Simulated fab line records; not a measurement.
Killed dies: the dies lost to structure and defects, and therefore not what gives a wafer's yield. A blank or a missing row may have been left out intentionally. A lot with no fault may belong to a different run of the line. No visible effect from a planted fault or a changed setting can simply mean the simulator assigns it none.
Matching of chambers || flow nandHarc || rieDiel-06 running NHARC_A_ZERO_WELL_DESCUM_12: 4 sister chambers
The step chemistry O2, time 3 s. 8 wafers are shown with their chamber, then 9 later ones without.

## WAFERS WITH THEIR CHAMBER
{"wafer": "L300.5", "chamber": 1, "showerheadPlenumPTorr (Torr)": 1.92, "drypumpMotorCurrentA (A)": 4.7}
{"wafer": "L305.4", "chamber": 3, "showerheadPlenumPTorr (Torr)": 1.90, "drypumpMotorCurrentA (A)": 6.2}
{"wafer": "L308.2", "chamber": 0, "showerheadPlenumPTorr (Torr)": 1.78, "drypumpMotorCurrentA (A)": 5.6}
{"wafer": "L308.3", "chamber": 2, "showerheadPlenumPTorr (Torr)": 2.02, "drypumpMotorCurrentA (A)": 5.6}
{"wafer": "L308.6", "chamber": 1, "showerheadPlenumPTorr (Torr)": 1.92, "drypumpMotorCurrentA (A)": 4.7}
{"wafer": "L312.1", "chamber": 0, "showerheadPlenumPTorr (Torr)": 1.78, "drypumpMotorCurrentA (A)": 5.5}
{"wafer": "L312.3", "chamber": 3, "showerheadPlenumPTorr (Torr)": 1.89, "drypumpMotorCurrentA (A)": 6.2}
{"wafer": "L312.4", "chamber": 2, "showerheadPlenumPTorr (Torr)": 2.02, "drypumpMotorCurrentA (A)": 5.6}

## WAFERS MISSING THEIR CHAMBER
{"wafer": "L313.1", "showerheadPlenumPTorr (Torr)": 1.78, "drypumpMotorCurrentA (A)": 5.5}
{"wafer": "L313.3", "showerheadPlenumPTorr (Torr)": 1.92, "drypumpMotorCurrentA (A)": 4.7}
{"wafer": "L313.4", "showerheadPlenumPTorr (Torr)": 2.02, "drypumpMotorCurrentA (A)": 5.6}
{"wafer": "L314.2", "showerheadPlenumPTorr (Torr)": 1.92, "drypumpMotorCurrentA (A)": 4.7}
{"wafer": "L314.5", "showerheadPlenumPTorr (Torr)": 1.78, "drypumpMotorCurrentA (A)": 5.5}
{"wafer": "L314.6", "showerheadPlenumPTorr (Torr)": 1.92, "drypumpMotorCurrentA (A)": 4.7}
{"wafer": "L315.1", "showerheadPlenumPTorr (Torr)": 1.89, "drypumpMotorCurrentA (A)": 6.2}
{"wafer": "L315.2", "showerheadPlenumPTorr (Torr)": 2.02, "drypumpMotorCurrentA (A)": 5.6}
{"wafer": "L315.3", "showerheadPlenumPTorr (Torr)": 1.92, "drypumpMotorCurrentA (A)": 4.7}

## WHICH CHAMBER EACH ONE RAN IN
{"wafer": "L313.1", "from the rows above": 0, "in truth": 0}
{"wafer": "L313.3", "from the rows above": 1, "in truth": 1}
{"wafer": "L313.4", "from the rows above": 2, "in truth": 2}
{"wafer": "L314.2", "from the rows above": 1, "in truth": 1}
{"wafer": "L314.5", "from the rows above": 0, "in truth": 0}
{"wafer": "L314.6", "from the rows above": 1, "in truth": 1}
{"wafer": "L315.1", "from the rows above": 3, "in truth": 3}
{"wafer": "L315.2", "from the rows above": 2, "in truth": 2}
{"wafer": "L315.3", "from the rows above": 1, "in truth": 1}
Placed correctly: 9 of 9. Left unplaced by these rows: 0. Wrongly placed: 0.
How it was worked out, from the rows above alone: a wafer's distance from a chamber is the root of the sum, over the readings, of the square of ((its reading less the chamber's mean) divided by the reading's scatter). If the next closest chamber is less than 2 further off than the closest, the wafer can't be placed; otherwise it belongs to the closest. Each chamber's mean is taken over the wafers shown for it. How the scatter is found: for the shown wafers, subtract from each reading the mean of its chamber, square and add these, divide the total by (wafers less chambers), then take the root.
